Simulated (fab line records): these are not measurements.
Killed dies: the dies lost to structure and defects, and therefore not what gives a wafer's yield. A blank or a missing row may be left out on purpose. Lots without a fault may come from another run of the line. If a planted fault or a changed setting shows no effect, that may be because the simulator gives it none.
Chamber matching :: flow nand_harc :: pecvd-01 running NHARC_A_STAIRCASE_DEP_151: 3 sister chambers
The step deposits SiO2, target thk 3800 nm. 6 wafers are shown with their chamber, then 7 later ones without.

## WAFERS WITH THEIR CHAMBER
wafer: L082.3
chamber: 0
heater_power_w (W): 757

wafer: L081.4
chamber: 0
heater_power_w (W): 622

wafer: L081.5
chamber: 2
heater_power_w (W): 737

wafer: L081.6
chamber: 1
heater_power_w (W): 608

wafer: L087.1
chamber: 2
heater_power_w (W): 811

wafer: L087.3
chamber: 1
heater_power_w (W): 714

## WAFERS WITHOUT THEIR CHAMBER
wafer: L087.5
heater_power_w (W): 635

wafer: L090.1
heater_power_w (W): 760

wafer: L090.3
heater_power_w (W): 863

wafer: L090.6
heater_power_w (W): 605

wafer: L094.1
heater_power_w (W): 718

wafer: L094.4
heater_power_w (W): 604

wafer: L094.6
heater_power_w (W): 638

## CHAMBER TAKEN BY EACH
wafer: L087.5
from the rows above: can't be placed: 1 or 0 or 2
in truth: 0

wafer: L090.1
from the rows above: can't be placed: 2 or 0 or 1
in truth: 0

wafer: L090.3
from the rows above: can't be placed: 2 or 0 or 1
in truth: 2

wafer: L090.6
from the rows above: can't be placed: 1 or 0 or 2
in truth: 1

wafer: L094.1
from the rows above: can't be placed: 0 or 2 or 1
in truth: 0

wafer: L094.4
from the rows above: can't be placed: 1 or 0 or 2
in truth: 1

wafer: L094.6
from the rows above: can't be placed: 1 or 0 or 2
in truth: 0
Correct placement for 0 of the 7. From these rows, 7 cannot be placed; in 7 the true chamber is one of the candidates. Number placed wrongly: 0.
How it was worked out, from the rows above alone: a wafer's distance from a chamber is the root of the sum, over the readings, of the square of ((its reading less the chamber's mean) divided by the reading's scatter). If the next closest chamber is less than 2 further off than the closest, the wafer can't be placed; otherwise it belongs to the closest. A chamber's mean is the mean of its shown wafers. The scatter: take each reading less its chamber's mean, square it, sum over the shown wafers, divide by the number of wafers less the number of chambers, and take the root.
